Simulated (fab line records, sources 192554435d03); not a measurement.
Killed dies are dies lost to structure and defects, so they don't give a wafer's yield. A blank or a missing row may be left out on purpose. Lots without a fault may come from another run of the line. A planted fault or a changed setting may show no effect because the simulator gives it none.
fab line records | flow n5_finfet
record lots=5 wafers=15 last_day=18
route steps=1938 shown BEOL_M4@1075
lots that met no fault: from a run of the same line without faults
start_h: hours from the record's first day to the start of the lot's first wafer shown | wait_h: hours since the lot's step before | " the same as in the row above | L1.1+2: a row that stands for several wafers | - no value, or no start given | * or withheld: withheld | < > ~ a bound
route shown NAME@n: a module of which the file shows steps, and the number in the route of the first | usual: mean/standard deviation of fault-free wafers | same: alike in all rows | chamber/n: place in a boat | sites: the reading at each site | _std_site: their standard deviation | _edge_site: outer sites' mean less inner sites' | radius_mm: how far each site lies from the wafer's centre | mask NAME#n: copy n | behind: the tool/chamber that last shaped the wafer | hold: why the lot was held/for how many hours/how that ended | device: the transistor (n, p or np) that didn't switch | end of line: the same wafers' tests at the end of the route | a step without rows: its recipe alone | killed: dies lost to structure and defects at the first sort, not the wafer's yield | map: a wafer's dies, x killed, . not, _ none there
set.NAME: the setting as run; set.NAME@STEP: as run at that earlier step | model.NAME: the simulator's own value behind a step, which no gauge read
lots at some steps of the route; a table a step, a row a wafer
services: from which hour (start_h, from the record's first day; less than 0 if before it) a tool's chamber was out of use, for how many hours, and why
## steps
# step N5_BEOL_M4_SRD_40
# recipe time_s=30 temp_c=23 rinse_liquid=diw dry=ipa_marangoni
# columns lot.wafer tool chamber start_h wait_h
L075.1+3+4 wet_bench-01 7,4,2 168.25 0.0
L082.1+3+5 wet_bench-01 0,3,7 203.63 0.0
L087.1+2+5 wet_bench-03 4,0,3 238.76 0.0
L088.1+4+6 wet_bench-03 0,4,6 239.06 0.0
L097.3+4+5 wet_bench-01 6,0,7 308.66 0.0
# step N5_BEOL_M4_PRECLEAN_42
# recipe chemistry=residue_remover time_s=60 temp_c=40
# columns lot.wafer tool chamber start_h wait_h
L075.1+3+4 wet_bench-01 7,4,2 168.27 0.0
L082.1+3+5 wet_bench-01 0,3,7 203.65 0.0
L087.1+2+5 wet_bench-03 4,0,3 238.78 0.0
L088.1+4+6 wet_bench-03 0,4,6 239.08 0.0
L097.3+4+5 wet_bench-01 6,0,7 308.68 0.0
# step N5_BEOL_M4_SRD_43
# recipe time_s=30 temp_c=23 rinse_liquid=diw dry=ipa_marangoni
# columns lot.wafer tool chamber start_h wait_h
L075.1+3+4 wet_bench-01 7,4,2 168.28 0.0
L082.1+3+5 wet_bench-01 0,3,7 203.67 0.0
L087.1+2+5 wet_bench-03 4,0,3 238.79 0.0
L088.1+4+6 wet_bench-03 0,4,6 239.09 0.0
L097.3+4+5 wet_bench-01 6,0,7 308.69 0.0
# step N5_BEOL_M4_CD_MEAS_35
# recipe target_cd_nm=18 target_cd_y_nm=22.4 polarity=opening
# usual cd_nm=18.0/0.34
# columns lot.wafer tool chamber start_h wait_h cd_nm
L075.1 cd_sem-03 - 168.32 0.0 18.2
L075.3 " - " " 17.8
L075.4 " - " " 18.5
L082.1 cd_sem-03 - 203.71 0.0 18.6
L082.3 " - " " 18.4
L082.5 " - " " 18.4
L087.1 cd_sem-03 - 238.83 0.0 17.6
L087.2 " - " " 18.1
L087.5 " - " " 18.4
L088.1 cd_sem-02 - 239.13 0.0 17.6
L088.4 " - " " 17.5
L088.6 " - " " 18.2
L097.3 cd_sem-02 - 308.73 0.0 18.0
L097.4 " - " " 18.0
L097.5 " - " " 18.1
# step N5_BEOL_M4_DEGAS_44
# recipe ambient=vacuum temp_c=250 time_s=60
# usual heater_power_w=336/27
# columns lot.wafer tool chamber start_h wait_h heater_power_w
L075.1 pvd_sputter-01 - 168.76 0.4 300
L075.3 " - " " 315
L075.4 " - " " 365
L082.1 pvd_sputter-02 - 203.76 0.1 304
L082.3 " - " " 333
L082.5 " - " " 328
L087.1 pvd_sputter-02 - 239.05 0.2 372
L087.2 " - " " 327
L087.5 " - " " 327
L088.1 pvd_sputter-01 - 239.96 0.8 292
L088.4 " - " " 307
L088.6 " - " " 357
L097.3 pvd_sputter-01 - 309.05 0.3 383
L097.4 " - " " 358
L097.5 " - " " 307
# step N5_BEOL_M4_PRE_CLEAN_45
# recipe gas=H2/He time_s=30 temp_c=250
# usual heater_power_w=336/27
# columns lot.wafer tool chamber start_h wait_h heater_power_w
L075.1 pvd_sputter-01 - 168.80 0.0 298
L075.3 " - " " 318
L075.4 " - " " 355
L082.1 pvd_sputter-02 - 203.80 0.0 315
L082.3 " - " " 328
L082.5 " - " " 335
L087.1 pvd_sputter-02 - 239.09 0.0 375
L087.2 " - " " 333
L087.5 " - " " 322
L088.1 pvd_sputter-01 - 240.00 0.0 297
L088.4 " - " " 308
L088.6 " - " " 365
L097.3 pvd_sputter-01 - 309.09 0.0 389
L097.4 " - " " 352
L097.5 " - " " 311
# step N5_BEOL_M4_ALD_84
# recipe material=TaN target_thk_a=* temp_c=275 ald_precursor_family=PDMAT ald_co_reactant=NH3 pressure_torr=3 carrier_flow_sccm=1500 pulse_time_s=2 purge_time_s=3 co_reactant_purge_time_s=2 co_reactant_pulse_time_s=3 ald_cycles=30 precursor_vessel_temp_c=75 precursor_vessel_pressure_torr=26.25 precursor_vessel_carrier_sccm=1000
# usual heater_power_w=400/33
# columns lot.wafer tool chamber start_h wait_h heater_power_w
L075.1 ald_metal-04 3 168.93 0.1 398
L075.3 " 1 " " 410
L075.4 " 2 " " 375
L082.1 ald_metal-04 1 204.09 0.3 421
L082.3 " 0 " " 383
L082.5 " 0 " " 384
L087.1 ald_metal-03 0 239.38 0.3 400
L087.2 " 3 " " 396
L087.5 " 2 " " 348
L088.1 ald_metal-02 0 240.29 0.3 416
L088.4 " 2 " " 431
L088.6 " 1 " " 381
L097.3 ald_metal-04 2 309.15 0.0 371
L097.4 " 1 " " 410
L097.5 " 1 " " 419
# step N5_BEOL_M4_SURFACE_TREAT_85
# recipe gas=Ar time_s=* ion_energy_ev=* ion_current_ma_cm2=0.5 pressure_mtorr=* ar_flow_sccm=30
# usual throttle_valve_pct=*
# columns lot.wafer tool chamber start_h wait_h throttle_valve_pct
L075.1 pvd_sputter-02 - 169.18 0.2 *
L075.3 " - " " *
L075.4 " - " " *
L082.1 pvd_sputter-01 - 204.70 0.5 *
L082.3 " - " " *
L082.5 " - " " *
L087.1 pvd_sputter-01 - 239.78 0.3 *
L087.2 " - " " *
L087.5 " - " " *
L088.1 pvd_sputter-03 - 241.66 1.3 *
L088.4 " - " " *
L088.6 " - " " *
L097.3 pvd_sputter-01 - 309.45 0.2 *
L097.4 " - " " *
L097.5 " - " " *
# step N5_BEOL_M4_CVD_47
# recipe material=Co target_thk_a=30 temp_c=withheld precursor=CCTBA/H2 pressure_torr=30 time_s=223.8
# columns lot.wafer tool chamber start_h wait_h
L075.1+3+4 cvd_co-02 1,2,2 169.34 0.1
L082.1+3+5 cvd_co-02 2,1,1 204.76 0.0
L087.1+2+5 cvd_co-02 1,2,0 239.84 0.0
L088.1+4+6 cvd_co-01 2,1,2 241.72 0.0
L097.3+4+5 cvd_co-02 1,1,0 309.53 0.1
# step N5_BEOL_M4_SPUTTER_48
# recipe material=Cu target_thk_a=45 temp_c=-20 chamber_pressure_pa=0.07 power_w=withheld time_s=8.29
# usual throttle_valve_pct=29.8/0.92
# columns lot.wafer tool chamber start_h wait_h throttle_valve_pct
L075.1 pvd_sputter-03 - 170.44 1.0 30.6
L075.3 " - " " 31.6
L075.4 " - " " 29.7
L082.1 pvd_sputter-01 - 205.00 0.2 30.1
L082.3 " - " " 31.5
L082.5 " - " " 29.5
L087.1 pvd_sputter-01 - 240.04 0.1 30.0
L087.2 " - " " 30.3
L087.5 " - " " 30.2
L088.1 pvd_sputter-03 - 241.96 0.2 30.8
L088.4 " - " " 28.6
L088.6 " - " " 30.6
L097.3 pvd_sputter-03 - 309.69 0.1 28.5
L097.4 " - " " 31.6
L097.5 " - " " 30.6
# step N5_BEOL_M4_ANNEAL_49
# recipe temp_c=400 time_s=240 ambient=vacuum
# usual heater_power_w=834/67
# columns lot.wafer tool chamber start_h wait_h heater_power_w
L075.1 pvd_sputter-03 - 170.52 0.0 797
L075.3 " - " " 779
L075.4 " - " " 869
L082.1 pvd_sputter-01 - 205.08 0.0 967
L082.3 " - " " 770
L082.5 " - " " 734
L087.1 pvd_sputter-01 - 240.12 0.0 909
L087.2 " - " " 961
L087.5 " - " " 875
L088.1 pvd_sputter-03 - 242.04 0.0 804
L088.4 " - " " 823
L088.6 " - " " 788
L097.3 pvd_sputter-03 - 309.77 0.0 802
L097.4 " - " " 801
L097.5 " - " " 792
# step N5_BEOL_M4_SPUTTER_79
# recipe material=Cu target_thk_a=45 temp_c=-20 chamber_pressure_pa=0.07 power_w=withheld time_s=8.29
# usual throttle_valve_pct=29.8/0.94
# columns lot.wafer tool chamber start_h wait_h throttle_valve_pct
L075.1 pvd_sputter-03 - 170.66 0.1 30.3
L075.3 " - " " 31.6
L075.4 " - " " 29.8
L082.1 pvd_sputter-01 - 205.22 0.1 30.1
L082.3 " - " " 31.2
L082.5 " - " " 29.6
L087.1 pvd_sputter-01 - 240.26 0.1 30.4
L087.2 " - " " 30.2
L087.5 " - " " 30.2
L088.1 pvd_sputter-03 - 242.18 0.1 30.5
L088.4 " - " " 28.6
L088.6 " - " " 30.8
L097.3 pvd_sputter-03 - 309.91 0.1 28.6
L097.4 " - " " 31.9
L097.5 " - " " 30.8
# step N5_BEOL_M4_ANNEAL_80
# recipe temp_c=400 time_s=240 ambient=vacuum
# usual heater_power_w=832/66
# columns lot.wafer tool chamber start_h wait_h heater_power_w
L075.1 pvd_sputter-03 - 170.74 0.0 775
L075.3 " - " " 795
L075.4 " - " " 864
L082.1 pvd_sputter-01 - 205.30 0.0 986
L082.3 " - " " 772
L082.5 " - " " 732
L087.1 pvd_sputter-01 - 240.34 0.0 879
L087.2 " - " " 970
L087.5 " - " " 872
L088.1 pvd_sputter-03 - 242.26 0.0 789
L088.4 " - " " 818
L088.6 " - " " 788
L097.3 pvd_sputter-03 - 309.99 0.0 786
L097.4 " - " " 798
L097.5 " - " " 791
# step N5_BEOL_M4_SPUTTER_81
# recipe material=Cu target_thk_a=45 temp_c=-20 chamber_pressure_pa=0.07 power_w=withheld time_s=8.29
# usual throttle_valve_pct=29.8/0.93
# columns lot.wafer tool chamber start_h wait_h throttle_valve_pct
L075.1 pvd_sputter-03 - 170.88 0.1 30.5
L075.3 " - " " 31.6
L075.4 " - " " 29.8
L082.1 pvd_sputter-01 - 205.44 0.1 30.0
L082.3 " - " " 31.6
L082.5 " - " " 29.5
L087.1 pvd_sputter-01 - 240.48 0.1 30.2
L087.2 " - " " 30.1
L087.5 " - " " 30.3
L088.1 pvd_sputter-03 - 242.40 0.1 30.4
L088.4 " - " " 28.4
L088.6 " - " " 30.7
L097.3 pvd_sputter-03 - 310.13 0.1 28.6
L097.4 " - " " 31.8
L097.5 " - " " 30.6
# step N5_BEOL_M4_ANNEAL_82
# recipe temp_c=400 time_s=240 ambient=vacuum
# usual heater_power_w=834/65
# columns lot.wafer tool chamber start_h wait_h heater_power_w
L075.1 pvd_sputter-03 - 170.96 0.0 780
L075.3 " - " " 810
L075.4 " - " " 870
L082.1 pvd_sputter-01 - 205.52 0.0 979
L082.3 " - " " 789
L082.5 " - " " 745
L087.1 pvd_sputter-01 - 240.56 0.0 888
L087.2 " - " " 934
L087.5 " - " " 889
L088.1 pvd_sputter-03 - 242.48 0.0 769
L088.4 " - " " 792
L088.6 " - " " 779
L097.3 pvd_sputter-03 - 310.21 0.0 837
L097.4 " - " " 796
L097.5 " - " " 772
# step N5_BEOL_M4_SPUTTER_86
# recipe material=Cu target_thk_a=45 temp_c=-20 chamber_pressure_pa=0.07 power_w=withheld time_s=8.29
# usual throttle_valve_pct=29.8/0.92
# columns lot.wafer tool chamber start_h wait_h throttle_valve_pct
L075.1 pvd_sputter-03 - 171.10 0.1 30.7
L075.3 " - " " 31.8
L075.4 " - " " 29.5
L082.1 pvd_sputter-01 - 205.66 0.1 30.3
L082.3 " - " " 31.1
L082.5 " - " " 29.4
L087.1 pvd_sputter-01 - 240.70 0.1 30.1
L087.2 " - " " 30.1
L087.5 " - " " 30.1
L088.1 pvd_sputter-03 - 242.62 0.1 30.6
L088.4 " - " " 28.6
L088.6 " - " " 30.4
L097.3 pvd_sputter-03 - 310.35 0.1 28.6
L097.4 " - " " 31.6
L097.5 " - " " 30.7
# step N5_BEOL_M4_ANNEAL_87
# recipe temp_c=400 time_s=240 ambient=vacuum
# usual heater_power_w=835/67
# columns lot.wafer tool chamber start_h wait_h heater_power_w
L075.1 pvd_sputter-03 - 171.18 0.0 787
L075.3 " - " " 799
L075.4 " - " " 876
L082.1 pvd_sputter-01 - 205.74 0.0 969
L082.3 " - " " 761
L082.5 " - " " 750
L087.1 pvd_sputter-01 - 240.78 0.0 901
L087.2 " - " " 967
L087.5 " - " " 903
L088.1 pvd_sputter-03 - 242.70 0.0 773
L088.4 " - " " 830
L088.6 " - " " 781
L097.3 pvd_sputter-03 - 310.43 0.0 808
L097.4 " - " " 815
L097.5 " - " " 787
# step N5_BEOL_M4_SPUTTER_88
# recipe material=Cu target_thk_a=45 temp_c=-20 chamber_pressure_pa=0.07 power_w=withheld time_s=8.29
# usual throttle_valve_pct=29.8/0.94
# columns lot.wafer tool chamber start_h wait_h throttle_valve_pct
L075.1 pvd_sputter-03 - 171.32 0.1 30.7
L075.3 " - " " 31.7
L075.4 " - " " 30.0
L082.1 pvd_sputter-01 - 205.88 0.1 30.2
L082.3 " - " " 31.2
L082.5 " - " " 29.7
L087.1 pvd_sputter-01 - 240.92 0.1 30.2
L087.2 " - " " 30.0
L087.5 " - " " 30.1
L088.1 pvd_sputter-03 - 242.84 0.1 30.6
L088.4 " - " " 28.9
L088.6 " - " " 30.5
L097.3 pvd_sputter-03 - 310.57 0.1 28.7
L097.4 " - " " 32.0
L097.5 " - " " 30.8
# step N5_BEOL_M4_ANNEAL_89
# recipe temp_c=400 time_s=240 ambient=vacuum
# usual heater_power_w=834/67
# columns lot.wafer tool chamber start_h wait_h heater_power_w
L075.1 pvd_sputter-03 - 171.40 0.0 802
L075.3 " - " " 766
L075.4 " - " " 899
L082.1 pvd_sputter-01 - 205.96 0.0 995
L082.3 " - " " 782
L082.5 " - " " 748
L087.1 pvd_sputter-01 - 241.00 0.0 880
L087.2 " - " " 993
L087.5 " - " " 870
L088.1 pvd_sputter-03 - 242.92 0.0 784
L088.4 " - " " 808
L088.6 " - " " 799
L097.3 pvd_sputter-03 - 310.65 0.0 823
L097.4 " - " " 797
L097.5 " - " " 779
# step N5_BEOL_M4_SPUTTER_90
# recipe material=Cu target_thk_a=45 temp_c=-20 chamber_pressure_pa=0.07 power_w=withheld time_s=8.29
# usual throttle_valve_pct=29.8/0.94
# columns lot.wafer tool chamber start_h wait_h throttle_valve_pct
L075.1 pvd_sputter-03 - 171.54 0.1 30.6
L075.3 " - " " 31.6
L075.4 " - " " 29.4
L082.1 pvd_sputter-01 - 206.10 0.1 30.3
L082.3 " - " " 31.3
L082.5 " - " " 29.4
L087.1 pvd_sputter-01 - 241.14 0.1 30.2
L087.2 " - " " 30.3
L087.5 " - " " 30.2
L088.1 pvd_sputter-03 - 243.06 0.1 30.5
L088.4 " - " " 28.5
L088.6 " - " " 30.6
L097.3 pvd_sputter-03 - 310.79 0.1 28.7
L097.4 " - " " 31.8
L097.5 " - " " 30.3
# step N5_BEOL_M4_ANNEAL_91
# recipe temp_c=400 time_s=240 ambient=vacuum
# usual heater_power_w=834/66
# columns lot.wafer tool chamber start_h wait_h heater_power_w
L075.1 pvd_sputter-03 - 171.62 0.0 779
L075.3 " - " " 796
L075.4 " - " " 877
L082.1 pvd_sputter-01 - 206.18 0.0 970
L082.3 " - " " 786
L082.5 " - " " 756
L087.1 pvd_sputter-01 - 241.22 0.0 897
L087.2 " - " " 992
L087.5 " - " " 890
L088.1 pvd_sputter-03 - 243.14 0.0 751
L088.4 " - " " 824
L088.6 " - " " 791
L097.3 pvd_sputter-03 - 310.87 0.0 794
L097.4 " - " " 794
L097.5 " - " " 787
# step N5_BEOL_M4_SPUTTER_92
# recipe material=Cu target_thk_a=45 temp_c=-20 chamber_pressure_pa=0.07 power_w=withheld time_s=8.29
# usual throttle_valve_pct=29.8/0.91
# columns lot.wafer tool chamber start_h wait_h throttle_valve_pct
L075.1 pvd_sputter-03 - 171.76 0.1 30.4
L075.3 " - " " 31.9
L075.4 " - " " 29.6
L082.1 pvd_sputter-01 - 206.32 0.1 30.2
L082.3 " - " " 31.3
L082.5 " - " " 29.3
L087.1 pvd_sputter-01 - 241.36 0.1 30.4
L087.2 " - " " 30.3
L087.5 " - " " 30.4
L088.1 pvd_sputter-03 - 243.28 0.1 30.4
L088.4 " - " " 28.5
L088.6 " - " " 30.5
L097.3 pvd_sputter-03 - 311.01 0.1 28.4
L097.4 " - " " 31.7
L097.5 " - " " 30.7
# step N5_BEOL_M4_ANNEAL_93
# recipe temp_c=400 time_s=240 ambient=vacuum
# usual heater_power_w=834/66
# columns lot.wafer tool chamber start_h wait_h heater_power_w
L075.1 pvd_sputter-03 - 171.84 0.0 809
L075.3 " - " " 790
L075.4 " - " " 871
L082.1 pvd_sputter-01 - 206.40 0.0 989
L082.3 " - " " 750
L082.5 " - " " 743
L087.1 pvd_sputter-01 - 241.44 0.0 896
L087.2 " - " " 978
L087.5 " - " " 885
L088.1 pvd_sputter-03 - 243.36 0.0 781
L088.4 " - " " 817
L088.6 " - " " 799
L097.3 pvd_sputter-03 - 311.09 0.0 797
L097.4 " - " " 809
L097.5 " - " " 786
# step N5_BEOL_M4_SPUTTER_94
# recipe material=Cu target_thk_a=45 temp_c=-20 chamber_pressure_pa=0.07 power_w=withheld time_s=8.29
# usual throttle_valve_pct=29.8/0.93
# columns lot.wafer tool chamber start_h wait_h throttle_valve_pct
L075.1 pvd_sputter-03 - 171.98 0.1 30.8
L075.3 " - " " 31.7
L075.4 " - " " 29.6
L082.1 pvd_sputter-01 - 206.54 0.1 30.1
L082.3 " - " " 31.4
L082.5 " - " " 29.8
L087.1 pvd_sputter-01 - 241.58 0.1 30.2
L087.2 " - " " 30.4
L087.5 " - " " 30.2
L088.1 pvd_sputter-03 - 243.50 0.1 30.7
L088.4 " - " " 28.7
L088.6 " - " " 30.4
L097.3 pvd_sputter-03 - 311.23 0.1 28.8
L097.4 " - " " 31.8
L097.5 " - " " 30.6
# step N5_BEOL_M4_ANNEAL_95
# recipe temp_c=400 time_s=240 ambient=vacuum
# usual heater_power_w=835/67
# columns lot.wafer tool chamber start_h wait_h heater_power_w
L075.1 pvd_sputter-03 - 172.06 0.0 795
L075.3 " - " " 786
L075.4 " - " " 872
L082.1 pvd_sputter-01 - 206.62 0.0 980
L082.3 " - " " 782
L082.5 " - " " 743
L087.1 pvd_sputter-01 - 241.66 0.0 884
L087.2 " - " " 964
L087.5 " - " " 903
L088.1 pvd_sputter-03 - 243.58 0.0 757
L088.4 " - " " 800
L088.6 " - " " 788
L097.3 pvd_sputter-03 - 311.31 0.0 810
L097.4 " - " " 789
L097.5 " - " " 790
# step N5_BEOL_M4_SPUTTER_96
# recipe material=Cu target_thk_a=45 temp_c=-20 chamber_pressure_pa=0.07 power_w=withheld time_s=8.29
# usual throttle_valve_pct=29.8/0.94
# columns lot.wafer tool chamber start_h wait_h throttle_valve_pct
L075.1 pvd_sputter-03 - 172.20 0.1 30.7
L075.3 " - " " 31.9
L075.4 " - " " 29.8
L082.1 pvd_sputter-01 - 206.76 0.1 30.2
L082.3 " - " " 31.5
L082.5 " - " " 29.3
L087.1 pvd_sputter-01 - 241.80 0.1 30.2
L087.2 " - " " 30.6
L087.5 " - " " 30.3
L088.1 pvd_sputter-03 - 243.72 0.1 30.8
L088.4 " - " " 28.5
L088.6 " - " " 30.4
L097.3 pvd_sputter-03 - 311.45 0.1 28.7
L097.4 " - " " 31.9
L097.5 " - " " 30.6
# step N5_BEOL_M4_ECD_50
# recipe material=Cu target_thk_a=3000
# columns lot.wafer tool chamber start_h wait_h
L075.1+3+4 ecd_cu-02 0,1,0 172.32 0.1
L082.1+3+5 ecd_cu-01 1,0,0 206.88 0.1
L087.1+2+5 ecd_cu-02 0,1,0 241.93 0.1
L088.1+4+6 ecd_cu-02 1,1,0 243.84 0.1
L097.3+4+5 ecd_cu-02 0,1,0 311.58 0.1
# step N5_BEOL_M4_ANNEAL_51
# recipe temp_c=225 time_s=90 ambient=N2
# usual wafer_temp_C_max=226.04/0.27
# columns lot.wafer tool chamber start_h wait_h wafer_temp_C_max
L075.1 rtp_anneal-01 0 172.45 0.1 225.80
L075.3 " 0 " " 225.85
L075.4 " 0 " " 226.76
L082.1 rtp_anneal-02 0 206.96 0.1 225.79
L082.3 " 0 " " 226.37
L082.5 " 0 " " 226.49
L087.1 rtp_anneal-01 0 242.01 0.1 225.87
L087.2 " 0 " " 226.25
L087.5 " 0 " " 225.72
L088.1 rtp_anneal-01 0 244.05 0.2 226.07
L088.4 " 0 " " 225.93
L088.6 " 0 " " 226.20
L097.3 rtp_anneal-02 0 311.73 0.1 225.91
L097.4 " 0 " " 226.05
L097.5 " 0 " " 226.29
# step N5_BEOL_M4_CMP_52
# recipe stop_on=SiOC t_overpolish_s=6.8 down_force_psi=1 platen_rpm=50 clearing_platen_down_force_psi=1.5 clearing_platen_rpm=50 post_cmp_clean=cu_alkaline target_thk_nm=40 clearing_platen_pad_velocity_m_s=0.99484 pad_velocity_m_s=0.99484
# usual barrier_field_endpoint_s=24.6/0.66 motor_current_A=5.9/0.42 overpolish_run_s=6.800/0.0087 time_to_endpoint_s=61.7/2.7
# columns lot.wafer tool chamber start_h wait_h barrier_field_endpoint_s motor_current_A overpolish_run_s time_to_endpoint_s
L075.3 cmp-03 0 172.80 0.2 24.4 5.7 6.802 63.2
L075.4 " 1 " " 24.7 6.7 6.794 63.4
L075.1 " 2 " " 24.6 6.6 6.806 63.0
L082.3 cmp-03 2 207.25 0.2 25.8 6.3 6.800 66.1
L082.1 " 3 " " 24.2 5.5 6.794 60.6
L082.5 " 3 " " 24.9 5.7 6.791 63.1
L087.1 cmp-04 1 242.30 0.3 24.5 5.8 6.799 61.8
L087.2 " 3 " " 24.6 5.9 6.796 61.9
L087.5 " 1 " " 24.8 5.8 6.791 60.7
L088.1 cmp-03 2 244.40 0.3 25.2 6.9 6.790 63.3
L088.4 " 3 " " 25.1 5.7 6.798 60.3
L088.6 " 1 " " 25.7 5.6 6.810 58.9
L097.3 cmp-03 0 311.98 0.2 24.6 5.7 6.787 65.9
L097.4 " 1 " " 24.3 5.9 6.791 60.8
L097.5 " 0 " " 24.9 5.6 6.801 61.8
# step N5_BEOL_M4_THK_MEAS_53
# recipe thk_meas_gauge=xrf reads=Cu_of_BEOL_M4_ECD_50
# usual M4_THK=40.1/1.5
# columns lot.wafer tool chamber start_h wait_h M4_THK[nm]
L075.1 film_metro-01 - 173.06 - 42.2
L075.3 " - " " 42.0
L075.4 " - " " 42.8
L082.1 film_metro-02 - 207.55 - 37.8
L082.3 " - " " 41.0
L082.5 " - " " 39.4
L087.1 film_metro-02 - 242.60 - 41.5
L087.2 " - " " 40.7
L087.5 " - " " 41.8
L088.1 film_metro-02 - 244.65 - 41.0
L088.4 " - " " 39.3
L088.6 " - " " 39.3
L097.3 film_metro-01 - 312.24 - 41.6
L097.4 " - " " 41.6
L097.5 " - " " 41.4
# step N5_BEOL_M4_PRE_CLEAN_60
# recipe gas=NH3/H2 time_s=15 temp_c=* rf_power_w=300
# usual heater_power_w=74/11
# columns lot.wafer tool chamber start_h wait_h heater_power_w
L075.1 cvd_co-02 2 173.09 0.0 73
L075.3 " 1 " " 82
L075.4 " 2 " " 70
L082.1 cvd_co-02 0 207.59 0.0 52
L082.3 " 1 " " 84
L082.5 " 1 " " 78
L087.1 cvd_co-02 2 242.63 0.0 72
L087.2 " 1 " " 81
L087.5 " 1 " " 84
L088.1 cvd_co-01 2 244.69 0.0 75
L088.4 " 2 " " 73
L088.6 " 1 " " 85
L097.3 cvd_co-01 0 312.27 0.0 79
L097.4 " 2 " " 77
L097.5 " 1 " " 86
# step N5_BEOL_M4_CO_CAP_55
# recipe material=Co target_thk_a=20 temp_c=200 precursor=CCTBA/H2 pressure_torr=30 time_s=102.1
# usual heater_power_w=223/14
# columns lot.wafer tool chamber start_h wait_h heater_power_w
L075.1 cvd_co-02 2 173.13 0.0 220
L075.3 " 1 " " 227
L075.4 " 2 " " 225
L082.1 cvd_co-02 0 207.63 0.0 199
L082.3 " 1 " " 236
L082.5 " 1 " " 236
L087.1 cvd_co-02 2 242.67 0.0 222
L087.2 " 1 " " 229
L087.5 " 1 " " 239
L088.1 cvd_co-01 2 244.73 0.0 229
L088.4 " 2 " " 228
L088.6 " 1 " " 234
L097.3 cvd_co-01 0 312.31 0.0 231
L097.4 " 2 " " 224
L097.5 " 1 " " 238
# step N5_BEOL_M4_PRE_CLEAN_56
# recipe gas=NH3 time_s=15 temp_c=withheld rf_power_w=300
# columns lot.wafer tool chamber start_h wait_h
L075.1+3+4 pecvd-04 1,0,1 173.22 0.1
L082.1+3+5 pecvd-04 0,1,1 207.72 0.1
L087.1+2+5 pecvd-01 0,2,2 242.78 0.1
L088.1+4+6 pecvd-03 1,1,2 244.82 0.1
L097.3+4+5 pecvd-04 2,1,1 312.41 0.1
# step N5_BEOL_M4_DEP_57
# recipe material=SiCN target_thk_a=80 temp_c=withheld precursor=3MS/NH3 pressure_torr=3 rf_w=202 time_s=14
# usual showerhead_plenum_p_Torr=3.658/0.01 throttle_valve_pct=8.8/0.36
# columns lot.wafer tool chamber start_h wait_h showerhead_plenum_p_Torr throttle_valve_pct
L075.1 pecvd-04 1 173.25 0.0 3.671 8.9
L075.3 " 0 " " 3.675 9.1
L075.4 " 1 " " 3.652 8.9
L082.1 pecvd-04 0 207.75 0.0 3.666 9.1
L082.3 " 1 " " 3.673 9.2
L082.5 " 1 " " 3.663 8.6
L087.1 pecvd-01 0 242.80 0.0 3.633 9.1
L087.2 " 2 " " 3.659 8.1
L087.5 " 2 " " 3.662 8.1
L088.1 pecvd-03 1 244.85 0.0 3.666 8.9
L088.4 " 1 " " 3.656 9.0
L088.6 " 2 " " 3.666 9.2
L097.3 pecvd-04 2 312.46 0.0 3.662 7.9
L097.4 " 1 " " 3.653 9.2
L097.5 " 1 " " 3.660 8.8
# step N5_BEOL_M4_RS_MEAS_58
# recipe thk_meas_gauge=four-point-probe reads=Co_of_BEOL_M4_CO_CAP_55+Cu_of_BEOL_M4_ECD_50+Co_of_BEOL_M4_CVD_47+TaN_of_BEOL_M4_ALD_84
# usual M4_RS=0.67/0.032
# columns lot.wafer tool chamber start_h wait_h M4_RS[ohm/sq]
L075.1 film_metro-01 - 173.32 0.0 0.64
L075.3 " - " " 0.64
L075.4 " - " " 0.63
L082.1 film_metro-01 - 207.83 0.1 0.72
L082.3 " - " " 0.65
L082.5 " - " " 0.68
L087.1 film_metro-02 - 242.87 0.0 0.64
L087.2 " - " " 0.66
L087.5 " - " " 0.64
L088.1 film_metro-01 - 244.91 0.0 0.65
L088.4 " - " " 0.68
L088.6 " - " " 0.69
L097.3 film_metro-02 - 312.53 0.1 0.64
L097.4 " - " " 0.64
L097.5 " - " " 0.64
# step N5_BEOL_M4_INSPECT_59
# recipe inspect_instrument=darkfield mode=post_dep
# usual raw_defect_count=79/23
# columns lot.wafer tool chamber start_h wait_h raw_defect_count
L075.1 defect_inspect-01 - 173.34 0.0 66
L075.3 " - " " 69
L075.4 " - " " 81
L082.1 defect_inspect-02 - 207.85 0.0 39
L082.3 " - " " 46
L082.5 " - " " 86
L087.1 defect_inspect-01 - 242.90 0.0 103
L087.2 " - " " 99
L087.5 " - " " 57
L088.1 defect_inspect-01 - 244.94 0.0 89
L088.4 " - " " 85
L088.6 " - " " 74
L097.3 defect_inspect-02 - 312.55 0.0 82
L097.4 " - " " 66
L097.5 " - " " 77
## services
# columns tool chamber start_h hours kind
ald_metal-03 1 149.61 10.4 repair
ald_metal-03 2 151.85 23.3 repair
cmp-04 - 152.57 1.3 repair
ecd_cu-02 - 152.82 1.5 repair
ald_metal-03 1 176.30 19.3 repair
cmp-04 - 176.96 4.8 pm
ecd_cu-01 - 185.41 3.5 repair
pecvd-03 0 188.27 5.0 repair
ald_metal-04 - 217.67 8.7 pm
cmp-03 - 219.00 2.2 repair
cmp-04 - 223.57 4.0 pm
ecd_cu-02 - 228.96 1.5 repair
pecvd-03 - 230.62 5.5 pm
ald_metal-03 3 233.96 4.1 repair
cmp-04 - 247.54 5.0 repair
cvd_co-01 1 257.55 8.4 repair
pecvd-04 1 265.09 6.4 repair
pecvd-04 0 266.24 2.1 scheduled_down
ald_metal-03 2 296.88 6.9 repair
ald_metal-02 - 299.29 8.7 pm
cmp-03 - 299.53 7.0 pm
ald_metal-03 - 301.08 0.4 repair
pecvd-04 0 302.31 12.1 repair
pvd_sputter-01 - 310.44 9.1 repair
## key
fault none
